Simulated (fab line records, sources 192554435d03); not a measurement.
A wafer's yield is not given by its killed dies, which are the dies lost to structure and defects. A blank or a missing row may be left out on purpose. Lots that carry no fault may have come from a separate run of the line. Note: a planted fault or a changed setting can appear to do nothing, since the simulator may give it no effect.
Chamber matching || flow n5_finfet || N5_BEOL_M9_DESCUM_16 on rie_diel-06: 4 sister chambers
The step chemistry O2, time 7.9 s. 14 wafers are shown with their chamber, then 7 later ones without.

WAFERS PAIRED WITH THEIR CHAMBERS
{"wafer": "L077.4", "chamber": 1, "throttle_valve_pct (%)": 20.25, "drypump_motor_current_A (A)": 5.7, "showerhead_plenum_p_Torr (Torr)": 2.23}
{"wafer": "L077.5", "chamber": 0, "throttle_valve_pct (%)": 20.70, "drypump_motor_current_A (A)": 5.4, "showerhead_plenum_p_Torr (Torr)": 2.07}
{"wafer": "L077.6", "chamber": 3, "throttle_valve_pct (%)": 20.38, "drypump_motor_current_A (A)": 5.2, "showerhead_plenum_p_Torr (Torr)": 2.05}
{"wafer": "L079.2", "chamber": 3, "throttle_valve_pct (%)": 20.40, "drypump_motor_current_A (A)": 5.2, "showerhead_plenum_p_Torr (Torr)": 2.05}
{"wafer": "L079.5", "chamber": 2, "throttle_valve_pct (%)": 20.55, "drypump_motor_current_A (A)": 5.8, "showerhead_plenum_p_Torr (Torr)": 2.11}
{"wafer": "L079.6", "chamber": 3, "throttle_valve_pct (%)": 20.42, "drypump_motor_current_A (A)": 5.1, "showerhead_plenum_p_Torr (Torr)": 2.05}
{"wafer": "L083.2", "chamber": 2, "throttle_valve_pct (%)": 20.55, "drypump_motor_current_A (A)": 5.8, "showerhead_plenum_p_Torr (Torr)": 2.10}
{"wafer": "L083.3", "chamber": 3, "throttle_valve_pct (%)": 20.38, "drypump_motor_current_A (A)": 5.2, "showerhead_plenum_p_Torr (Torr)": 2.05}
{"wafer": "L083.6", "chamber": 0, "throttle_valve_pct (%)": 20.70, "drypump_motor_current_A (A)": 5.4, "showerhead_plenum_p_Torr (Torr)": 2.07}
{"wafer": "L081.3", "chamber": 2, "throttle_valve_pct (%)": 20.55, "drypump_motor_current_A (A)": 5.8, "showerhead_plenum_p_Torr (Torr)": 2.10}
{"wafer": "L081.5", "chamber": 0, "throttle_valve_pct (%)": 20.70, "drypump_motor_current_A (A)": 5.4, "showerhead_plenum_p_Torr (Torr)": 2.07}
{"wafer": "L081.6", "chamber": 3, "throttle_valve_pct (%)": 20.40, "drypump_motor_current_A (A)": 5.1, "showerhead_plenum_p_Torr (Torr)": 2.05}
{"wafer": "L084.2", "chamber": 0, "throttle_valve_pct (%)": 20.70, "drypump_motor_current_A (A)": 5.4, "showerhead_plenum_p_Torr (Torr)": 2.06}
{"wafer": "L084.3", "chamber": 1, "throttle_valve_pct (%)": 20.25, "drypump_motor_current_A (A)": 5.7, "showerhead_plenum_p_Torr (Torr)": 2.22}

SIGNATURES, as means of the wafers listed above
{"reading": "throttle_valve_pct", "chamber 0": 20.7000, "chamber 1": 20.2500, "chamber 2": 20.5500, "chamber 3": 20.3960, "scatter within a chamber": 0.0106}
{"reading": "drypump_motor_current_A", "chamber 0": 5.400, "chamber 1": 5.700, "chamber 2": 5.800, "chamber 3": 5.160, "scatter within a chamber": 0.0346}
{"reading": "showerhead_plenum_p_Torr", "chamber 0": 2.0675, "chamber 1": 2.2250, "chamber 2": 2.1033, "chamber 3": 2.0500, "scatter within a chamber": 0.00438}
Rule: distance of a wafer from a chamber = root of the sum over the readings of ((wafer's reading minus chamber's mean) / reading's scatter) squared. The wafer belongs to the nearest chamber; if the next one is less than 2 further off, it can't be placed. The scatter: the root of (the sum of the squares of (reading less its chamber's mean) over the shown wafers, divided by (wafers less chambers)).

WAFERS MISSING THEIR CHAMBER
{"wafer": "L084.4", "throttle_valve_pct (%)": 20.55, "drypump_motor_current_A (A)": 5.8, "showerhead_plenum_p_Torr (Torr)": 2.10}
{"wafer": "L086.4", "throttle_valve_pct (%)": 20.28, "drypump_motor_current_A (A)": 5.7, "showerhead_plenum_p_Torr (Torr)": 2.22}
{"wafer": "L086.5", "throttle_valve_pct (%)": 20.41, "drypump_motor_current_A (A)": 5.2, "showerhead_plenum_p_Torr (Torr)": 2.05}
{"wafer": "L086.6", "throttle_valve_pct (%)": 20.72, "drypump_motor_current_A (A)": 5.4, "showerhead_plenum_p_Torr (Torr)": 2.06}
{"wafer": "L088.2", "throttle_valve_pct (%)": 20.57, "drypump_motor_current_A (A)": 5.8, "showerhead_plenum_p_Torr (Torr)": 2.10}
{"wafer": "L088.3", "throttle_valve_pct (%)": 20.28, "drypump_motor_current_A (A)": 5.7, "showerhead_plenum_p_Torr (Torr)": 2.22}
{"wafer": "L088.5", "throttle_valve_pct (%)": 20.70, "drypump_motor_current_A (A)": 5.4, "showerhead_plenum_p_Torr (Torr)": 2.06}

WHICH CHAMBER EACH ONE RAN IN
{"wafer": "L084.4", "from the rows above": 2, "in truth": 2}
{"wafer": "L086.4", "from the rows above": 1, "in truth": 1}
{"wafer": "L086.5", "from the rows above": 3, "in truth": 3}
{"wafer": "L086.6", "from the rows above": 0, "in truth": 0}
{"wafer": "L088.2", "from the rows above": 2, "in truth": 2}
{"wafer": "L088.3", "from the rows above": 1, "in truth": 1}
{"wafer": "L088.5", "from the rows above": 0, "in truth": 0}
Correctly placed: 7 of 7. Can't be placed from these rows: 0. Wrongly placed: 0.
